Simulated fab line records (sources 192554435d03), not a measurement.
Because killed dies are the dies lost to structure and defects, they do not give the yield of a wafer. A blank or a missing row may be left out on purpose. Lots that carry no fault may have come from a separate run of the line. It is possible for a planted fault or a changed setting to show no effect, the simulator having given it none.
A single fault, viewed from 2 desks || flow n5 finfet || only its own numbers are on each desk; what lay behind them is given at the end

== THE METROLOGY DESK ==
Lot by lot, what the gauges showed, no matter which tool ran the lot: averages of those sampled wafers that carry a number. Marked OUT: a lot whose mean sits more than 4 standard deviations from the usual mean, which makes it out of limits; the brackets give that distance. Only the readings that lie furthest out on some lot appear, 7 of the 11 it has.
Columns: A = DIBL_N at N5_BEOL_M4_RC_MEAS_101, usual 36.5 mV/V; B = DIBL_P at N5_BEOL_M4_RC_MEAS_101, usual 36.9 mV/V; C = IOFF_P at N5_BEOL_M4_RC_MEAS_101, usual 0.22 nA/um; D = ION_P at N5_BEOL_M4_RC_MEAS_101, usual 462 uA/um; E = SS_N at N5_BEOL_M4_RC_MEAS_101, usual 71.6 mV/dec; F = SS_P at N5_BEOL_M4_RC_MEAS_101, usual 73.4 mV/dec; G = VT_P at N5_BEOL_M4_RC_MEAS_101, usual -250 mV
{"lot": "L513", "first seen here": "day 6 21:43", "A": 37.5, "B": 37.0, "C": 0.27, "D": 479, "E": 71.8, "F": 73.6, "G": -245}
{"lot": "L515", "first seen here": "day 7 17:16", "A": 36.9, "B": 35.7, "C": 0.26, "D": 469, "E": 71.8, "F": 72.8, "G": -243}
{"lot": "L520", "first seen here": "day 8 20:01", "A": 34.6, "B": 35.9, "C": 0.16, "D": 449, "E": 71.4, "F": 72.8, "G": -257}
{"lot": "L522", "first seen here": "day 9 14:51", "A": 36.6, "B": 37.7, "C": 0.21, "D": 455, "E": 71.9, "F": 73.7, "G": -252}
{"lot": "L526", "first seen here": "day 10 03:01", "A": 37.2, "B": 38.0, "C": 0.24, "D": 465, "E": 71.5, "F": 74.1, "G": -249}
{"lot": "L528", "first seen here": "day 10 23:07", "A": 37.1, "B": 39.1, "C": 0.23, "D": 466, "E": 72.0, "F": 73.6, "G": -248}
{"lot": "L530", "first seen here": "day 11 03:13", "A": 34.0, "B": 35.4, "C": 0.19, "D": 462, "E": 71.1, "F": 73.0, "G": -253}
{"lot": "L532", "first seen here": "day 11 15:09", "A": 33.2, "B": 33.4, "C": 0.17, "D": 462, "E": 70.2, "F": 72.3, "G": -253}
{"lot": "L533", "first seen here": "day 12 13:33", "A": 36.6, "B": 35.5, "C": 0.19, "D": 458, "E": 71.7, "F": 73.1, "G": -250}
This desk's finding: nothing out of limits on any of the 9 lots.

== FOR THE TOOL OWNER'S DESK: rie diel-04 ==
The tool's own readings at N5_BEOL_M2_VIA_ETCH_34 (etches the open film in C4F6/O2, target depth 69.4 nm, time 65.9 s): means of the sampled wafers that have a number, for each lot that ran on this tool. Marked OUT: a lot whose mean sits more than 4 standard deviations from the usual mean, which makes it out of limits; the brackets give that distance. Of its 8 readings 7 are shown: the one that was out of limits first, and those that lie furthest out on some lot.
Columns: A = drypump motor current A at N5_BEOL_M2_VIA_ETCH_34, usual 6.1 A; B = oes_f_703_au at N5_BEOL_M2_VIA_ETCH_34, usual 0.81 a.u.; C = oes_o_777_au at N5_BEOL_M2_VIA_ETCH_34, usual 0.80 a.u.; D = oes product au at N5_BEOL_M2_VIA_ETCH_34, usual 0.81 a.u.; E = rf fwd power W at N5_BEOL_M2_VIA_ETCH_34, usual 347.1 W; F = rf vpp V at N5_BEOL_M2_VIA_ETCH_34, usual 668 V; G = showerhead plenum p Torr at N5_BEOL_M2_VIA_ETCH_34, usual 2.84 Torr
{"lot": "L513", "first seen here": "day 7 07:32", "A": 6.2, "B": 0.70, "C": 0.71, "D": 0.69, "E": 349.1, "F": 658, "G": 2.74}
{"lot": "L522", "first seen here": "day 9 16:49", "A": 5.9, "B": 0.87, "C": 0.87, "D": 0.87, "E": 346.9, "F": 668, "G": 2.92}
{"lot": "L526", "first seen here": "day 10 12:16", "A": 5.9, "B": 1.09, "C": 1.09, "D": 0.91, "E": "432.0 (+50) OUT", "F": "602 (-8.0) OUT", "G": 2.91}
{"lot": "L530", "first seen here": "day 11 07:01", "A": 5.6, "B": 1.07, "C": 1.06, "D": 0.89, "E": "431.1 (+49) OUT", "F": "605 (-7.7) OUT", "G": 2.88}
This desk's finding: out of limits on L526, L530; first on L526, day 10 12:16 (rf fwd power W at N5_BEOL_M2_VIA_ETCH_34). L513, L522: within limits.

== PUT TOGETHER ==
At day 10 12:16, on L526, L530, the tool owner's desk was in a position to raise an alarm.
Nothing out of limits was seen by the metrology desk.
The metrology desk has L526, L530 on record, within its limits.
On rie diel-04, each named lot ran N5_BEOL_M2_VIA_ETCH_34.

== WHAT WAS PUT IN BY THE SIMULATOR ==
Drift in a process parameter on rie diel-04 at N5_BEOL_M2_VIA_ETCH_34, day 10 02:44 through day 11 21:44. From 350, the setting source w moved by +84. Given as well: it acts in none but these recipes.
Shown lots that were struck: L526, L530.
How many hours passed from the start of the fault until each desk's first out-of-limits reading: the tool owner's desk, 10.
